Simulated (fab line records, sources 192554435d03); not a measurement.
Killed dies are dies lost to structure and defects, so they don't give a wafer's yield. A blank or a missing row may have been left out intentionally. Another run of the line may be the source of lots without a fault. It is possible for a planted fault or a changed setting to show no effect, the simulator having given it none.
Lot-split experiment	flow n5-finfet	21 wafers read across 7 lots, on a route 1938 steps long

ABOUT THE SPLIT
At N5_BEOL_M7_VIA_ETCH_34 (etches SiCOH lowk in C4F6/O2, target depth 125.5 nm, time 50.5 s), the setting source-w was moved away from the recipe's 345 W on 8 of the 21 wafers read, by -14.1% to +16.4%. This setting was run at the recipe's value on the other wafers.

The split's own step is where the reading is taken.

THE READING
rf-vpp-V, in V, at N5_BEOL_M7_VIA_ETCH_34 (etches SiCOH lowk in C4F6/O2, target depth 125.5 nm, time 50.5 s). A value of 661 V with a standard deviation of 10 V is what fault-free wafers of this fab line usually give.

wafer	tool, chamber at the split	source-w as run, W	against the recipe	rf-vpp-V, V	against lot-mates on the recipe
L078.1	rie-diel-01, 3	345	recipe	663	-
L078.2	rie-diel-01, 0	384.2	+11.4%	608	-55
L078.6	rie-diel-01, 2	384.2	+11.4%	614	-49
L080.1	rie-diel-01, 0	345	recipe	644	-
L080.2	rie-diel-01, 3	345	recipe	663	-
L080.6	rie-diel-01, 0	345	recipe	644	-
L092.1	rie-diel-03, 2	401.6	+16.4%	598	-66
L092.3	rie-diel-03, 3	345	recipe	664	-
L092.4	rie-diel-03, 1	401.6	+16.4%	616	-48
L093.2	rie-diel-01, 2	345	recipe	649	-
L093.5	rie-diel-01, 3	345	recipe	663	-
L093.6	rie-diel-01, 2	345	recipe	647	-
L094.3	rie-diel-03, 3	296.3	-14.1%	718	+54
L094.4	rie-diel-03, 0	296.3	-14.1%	721	+57
L094.5	rie-diel-03, 3	345	recipe	664	-
L096.1	rie-diel-03, 2	345	recipe	645	-
L096.5	rie-diel-03, 3	345	recipe	665	-
L096.6	rie-diel-03, 2	345	recipe	643	-
L097.2	rie-diel-04, 1	345	recipe	673	-
L097.4	rie-diel-04, 3	388.2	+12.5%	630	-43
L097.5	rie-diel-04, 1	388.2	+12.5%	636	-37

FIT RESULTS
A straight line over all 21 wafers: rf-vpp-V changes by -3.43 V for each +1% of source-w; r = -0.92; the points scatter about the line by 12 V.
The same after taking each lot's own level away (the mean of its wafers on the recipe; 21 wafers): -3.74 V for each +1%; r = -0.97; scatter 8 V.
On that fit, the largest move of source-w shifts the reading by 61 V.
Measured against the standard deviation above, the lots' own levels, which go from 650.3 to 673.0 V, span 2.3 times it.
The two slopes agree, so the slope changes little with the lot-to-lot level.
Check: with one of the wafers moved furthest among these (+16.4%) left out of the fit, the line predicts -59.8 V for it against its lot-mates. It came out at -66 V against them.
Tool readings at the split's step, against how far the setting was moved: rf-vpp-V r = -0.92.

ADDITIONAL SPLITS CARRIED BY THESE WAFERS
These wafers also went through other splits before the reading. Each is held against what the fit with the lots' levels taken away leaves over:
other split on the same wafers	wafers away from the commonest value	r with rf-vpp-V (lot level and that fit taken away)
N5_BEOL_M5_COAT_22 spin-rpm	7	+0.13
N5_BEOL_M6_ETCH_62 bias-w	6	-0.07
N5_BEOL_M6_COAT_22 spin-rpm	8	+0.12
N5_BEOL_M7_COAT_05 spin-rpm	7	-0.26
N5_BEOL_M7_ETCH_61 source-w	11	+0.03

THE FILE'S OWN FIT
rf-vpp-V changes by -3.72 V for each +1% of source-w, r = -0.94.
